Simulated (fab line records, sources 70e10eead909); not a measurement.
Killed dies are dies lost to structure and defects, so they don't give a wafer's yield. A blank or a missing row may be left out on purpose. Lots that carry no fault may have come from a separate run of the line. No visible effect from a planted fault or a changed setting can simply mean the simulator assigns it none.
Chamber matching -- flow nand_harc -- NHARC_A_STAIRCASE_TRIM_220 on rie_diel-10: 4 sister chambers
The step chemistry O2, time 211.2 s. 14 wafers are shown with their chamber, then 7 later ones without.

== EACH WAFER AND ITS CHAMBER ==
wafer,chamber,drypump_motor_current_A (A),showerhead_plenum_p_Torr (Torr),oes_product_au (a.u.)
L077.1,0,5.61,3.50,1.006
L077.4,2,5.34,3.26,1.009
L077.5,2,5.37,3.26,1.004
L083.2,2,5.28,3.80,1.011
L083.5,0,5.61,3.49,1.006
L083.6,1,5.55,3.53,1.003
L082.2,1,5.52,3.53,1.013
L082.3,3,6.05,3.38,1.015
L082.5,2,5.31,3.80,1.021
L090.1,2,5.30,3.79,0.996
L090.3,1,5.54,3.51,1.002
L090.5,2,5.28,3.79,1.010
L091.1,1,5.54,3.51,0.991
L091.3,3,6.05,3.37,1.015

SIGNATURES (averages over the wafers above)
reading,chamber 0,chamber 1,chamber 2,chamber 3,scatter within a chamber
drypump_motor_current_A,5.6100,5.5375,5.3133,6.0500,0.0261
showerhead_plenum_p_Torr,3.4950,3.5200,3.6167,3.3750,0.196
oes_product_au,1.00600,1.00225,1.00850,1.01500,0.00764
Rule: distance of a wafer from a chamber = root of the sum over the readings of ((wafer's reading minus chamber's mean) / reading's scatter) squared. If the next closest chamber is less than 2 further off than the closest, the wafer can't be placed; otherwise it belongs to the closest. The scatter is the square root of a quotient: the sum, over the shown wafers, of each reading's squared deviation from its chamber's mean, divided by wafers minus chambers.

== WAFERS WITH NO CHAMBER GIVEN ==
wafer,drypump_motor_current_A (A),showerhead_plenum_p_Torr (Torr),oes_product_au (a.u.)
L091.6,6.05,3.37,1.012
L095.1,5.29,3.78,1.005
L095.4,5.56,3.51,1.005
L095.5,5.27,3.78,0.993
L097.2,5.31,3.78,1.010
L097.4,5.56,3.51,1.014
L097.5,5.61,3.47,1.023

== EACH ONE'S CHAMBER ==
wafer,from the rows above,in truth
L091.6,3,3
L095.1,2,2
L095.4,can't be placed: 1 or 0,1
L095.5,2,2
L097.2,2,2
L097.4,can't be placed: 1 or 0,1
L097.5,can't be placed: 0 or 1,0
Placed correctly: 4 of 7. Can't be placed from these rows: 3 (the true chamber is among the candidates in 3). Placed wrongly: 0.
